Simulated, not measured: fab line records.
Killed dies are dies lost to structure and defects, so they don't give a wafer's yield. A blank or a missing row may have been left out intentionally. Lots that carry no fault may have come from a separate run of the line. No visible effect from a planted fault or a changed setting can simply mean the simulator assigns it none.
Matching of chambers :: flow nand_harc :: 4 sister chambers for NHARC_A_STAIRCASE_CMP_450 on cmp-04
The step polishes SiO2, target thk 200 nm. 8 wafers are shown with their chamber, then 8 later ones without.

WAFERS PAIRED WITH THEIR CHAMBERS
wafer: L078.4
chamber: 1
motor_current_A (A): 11.3
slurry_flow_ml_min: 150.3

wafer: L084.1
chamber: 0
motor_current_A (A): 10.8
slurry_flow_ml_min: 149.7

wafer: L086.1
chamber: 3
motor_current_A (A): 12.0
slurry_flow_ml_min: 150.3

wafer: L086.2
chamber: 0
motor_current_A (A): 11.3
slurry_flow_ml_min: 150.5

wafer: L085.1
chamber: 3
motor_current_A (A): 11.7
slurry_flow_ml_min: 149.9

wafer: L085.3
chamber: 1
motor_current_A (A): 12.5
slurry_flow_ml_min: 149.9

wafer: L085.6
chamber: 2
motor_current_A (A): 14.4
slurry_flow_ml_min: 149.8

wafer: L089.2
chamber: 2
motor_current_A (A): 13.8
slurry_flow_ml_min: 150.7

WAFERS WITHOUT THEIR CHAMBER
wafer: L089.4
motor_current_A (A): 12.1
slurry_flow_ml_min: 149.9

wafer: L089.5
motor_current_A (A): 12.0
slurry_flow_ml_min: 150.3

wafer: L095.2
motor_current_A (A): 11.3
slurry_flow_ml_min: 150.8

wafer: L095.4
motor_current_A (A): 14.0
slurry_flow_ml_min: 150.5

wafer: L095.6
motor_current_A (A): 14.0
slurry_flow_ml_min: 149.6

wafer: L097.2
motor_current_A (A): 12.4
slurry_flow_ml_min: 150.3

wafer: L097.4
motor_current_A (A): 13.1
slurry_flow_ml_min: 149.3

wafer: L097.6
motor_current_A (A): 12.9
slurry_flow_ml_min: 150.2

WHICH CHAMBER EACH WENT THROUGH
wafer: L089.4
from the rows above: can't be placed: 1 or 3 or 0
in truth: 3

wafer: L089.5
from the rows above: can't be placed: 1 or 3 or 0
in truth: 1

wafer: L095.2
from the rows above: can't be placed: 0 or 3 or 1
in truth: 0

wafer: L095.4
from the rows above: 2
in truth: 2

wafer: L095.6
from the rows above: 2
in truth: 2

wafer: L097.2
from the rows above: can't be placed: 1 or 3 or 0
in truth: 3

wafer: L097.4
from the rows above: can't be placed: 2 or 1 or 3 or 0
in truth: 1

wafer: L097.6
from the rows above: can't be placed: 1 or 3 or 2 or 0
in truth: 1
Correctly placed: 2 of 8. From these rows, 6 cannot be placed; in 6 the true chamber is one of the candidates. Number placed wrongly: 0.
How it was worked out, from the rows above alone: a wafer's distance from a chamber is the root of the sum, over the readings, of the square of ((its reading less the chamber's mean) divided by the reading's scatter). The wafer belongs to the nearest chamber; if the next one is less than 2 further off, it can't be placed. Each chamber's mean is taken over the wafers shown for it. The scatter is the square root of a quotient: the sum, over the shown wafers, of each reading's squared deviation from its chamber's mean, divided by wafers minus chambers.
